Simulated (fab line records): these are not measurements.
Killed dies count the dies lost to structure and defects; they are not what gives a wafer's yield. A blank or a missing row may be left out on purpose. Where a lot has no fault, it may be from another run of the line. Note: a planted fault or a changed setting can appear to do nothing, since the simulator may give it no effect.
One fault seen from 3 desks + flow n5-finfet + what lay behind the numbers comes last; until then each desk has only its own

== METROLOGY DESK ==
Lot by lot, what the gauges showed, no matter which tool ran the lot: averages of those sampled wafers that carry a number. The brackets show how far a lot's mean lies from the usual mean; more than 4 standard deviations puts the lot out of limits, marked OUT.
Columns: A = thk-nm at N5_SD_EPI_N_EPI_MEAS_23, usual 59.1 nm
| lot  | first seen here | A    |
|------|-----------------|------|
| L933 | day 3 08:03     | 57.4 |
| L936 | day 4 03:22     | 58.6 |
| L938 | day 4 11:47     | 59.6 |
| L939 | day 4 19:31     | 58.2 |
| L940 | day 4 22:44     | 60.7 |
| L942 | day 5 11:32     | 58.6 |
| L956 | day 8 22:31     | 60.4 |
This desk found nothing out of limits on any of the 7 lots.

== FOR THE TOOL OWNER'S DESK: litho-track-05 ==
The tool's own readings at N5_SD_EPI_P_COAT_34 (time 60 s, resist thk 350 nm): means of the sampled wafers that have a number, for each lot that ran on this tool. The brackets show how far a lot's mean lies from the usual mean; more than 4 standard deviations puts the lot out of limits, marked OUT.
Columns: A = spin-speed-rpm at N5_SD_EPI_P_COAT_34, usual 1500.2 rpm
| lot  | first seen here | A                        |
|------|-----------------|--------------------------|
| L933 | day 3 09:38     | 1501.3                   |
| L936 | day 4 04:10     | 1499.6                   |
| L938 | day 4 12:22     | 1190.8 (-99 or more) OUT |
| L939 | day 4 20:17     | 1192.6 (-99 or more) OUT |
| L940 | day 4 23:20     | 1192.6 (-99 or more) OUT |
| L956 | day 8 23:11     | 1500.5                   |
This desk's finding: out of limits on L938, L939, L940; first on L938, day 4 12:22 (spin-speed-rpm at N5_SD_EPI_P_COAT_34). L933, L936, L956: within limits.

== THE DEFECT DESK ==
Lot by lot, what the route's inspections counted, given as the mean of those sampled wafers with a number. The brackets show how far a lot's mean lies from the usual mean; more than 4 standard deviations puts the lot out of limits, marked OUT.
Columns: A = raw-defect-count at N5_SD_EPI_N_INSPECT_26, usual 189
| lot  | first seen here | A   |
|------|-----------------|-----|
| L933 | day 3 09:36     | 196 |
| L936 | day 4 04:08     | 227 |
| L938 | day 4 12:20     | 159 |
| L939 | day 4 20:15     | 154 |
| L940 | day 4 23:17     | 217 |
| L942 | day 5 12:05     | 168 |
| L956 | day 8 23:09     | 210 |
This desk found nothing out of limits on any of the 7 lots.

== BROUGHT TOGETHER ==
On L938, L939, L940, at day 4 12:22, an alarm was possible from the tool owner's desk.
The metrology desk saw nothing out of limits.
No out-of-limits result turned up at the defect desk.
The metrology desk has L938, L939, L940 on record, within its limits.
The defect desk has L938, L939, L940 on record, within its limits.
All the named lots went through N5_SD_EPI_P_COAT_34 on litho-track-05.

== WHAT WAS PUT IN BY THE SIMULATOR ==
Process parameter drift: litho-track-05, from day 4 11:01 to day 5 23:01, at N5_SD_EPI_P_COAT_34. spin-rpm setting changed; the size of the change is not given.
Struck lots among those shown: L938, L939, L940.
How many hours passed from the start of the fault until each desk's first out-of-limits reading: the tool owner's desk, 1.
